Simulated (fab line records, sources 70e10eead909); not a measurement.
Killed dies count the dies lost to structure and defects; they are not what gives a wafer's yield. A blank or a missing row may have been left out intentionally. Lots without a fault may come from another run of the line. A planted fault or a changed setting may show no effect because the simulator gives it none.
Chamber matching + flow nand harc + ald hk-03 running NHARC_A_CHANNEL_FILL_D1_ALD_14: 4 sister chambers
The step deposits SiO2, target thk 2.5 nm, pulse time 10 s, ald cycles 25. 8 wafers are shown with their chamber, then 8 later ones without.

## WAFERS PAIRED WITH THEIR CHAMBERS
| wafer  | chamber | heater power w (W) | heater power outer w (W) |
|--------|---------|--------------------|--------------------------|
| L074.3 | 3       | 425                | 239                      |
| L078.5 | 2       | 455                | 253                      |
| L078.6 | 3       | 423                | 238                      |
| L087.2 | 0       | 438                | 232                      |
| L087.3 | 2       | 461                | 250                      |
| L094.1 | 0       | 443                | 240                      |
| L094.5 | 1       | 386                | 243                      |
| L095.2 | 1       | 398                | 241                      |

## WAFERS WHOSE CHAMBER IS MISSING
| wafer  | heater power w (W) | heater power outer w (W) |
|--------|--------------------|--------------------------|
| L095.4 | 450                | 240                      |
| L095.5 | 457                | 236                      |
| L097.1 | 392                | 250                      |
| L097.2 | 447                | 235                      |
| L097.3 | 455                | 260                      |
| L096.1 | 451                | 233                      |
| L096.4 | 443                | 241                      |
| L096.5 | 383                | 243                      |

## THE CHAMBER EACH PASSED THROUGH
| wafer  | from the rows above     | in truth                   |
|--------|-------------------------|----------------------------|
| L095.4 | can't be placed: 0 or 2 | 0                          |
| L095.5 | can't be placed: 0 or 2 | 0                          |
| L097.1 | 1                       | 1                          |
| L097.2 | 0                       | 0                          |
| L097.3 | 2                       | 2                          |
| L096.1 | 0                       | 0                          |
| L096.4 | 0                       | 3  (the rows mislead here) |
| L096.5 | 1                       | 1                          |
5 of 8 placed correctly. These rows do not allow placing 2 (true chamber among the candidates in 2). Placed wrongly: 1.
How it was worked out, from the rows above alone: a wafer's distance from a chamber is the root of the sum, over the readings, of the square of ((its reading less the chamber's mean) divided by the reading's scatter). If the next closest chamber is less than 2 further off than the closest, the wafer can't be placed; otherwise it belongs to the closest. A chamber's mean is the mean of its shown wafers. The scatter is the square root of a quotient: the sum, over the shown wafers, of each reading's squared deviation from its chamber's mean, divided by wafers minus chambers.
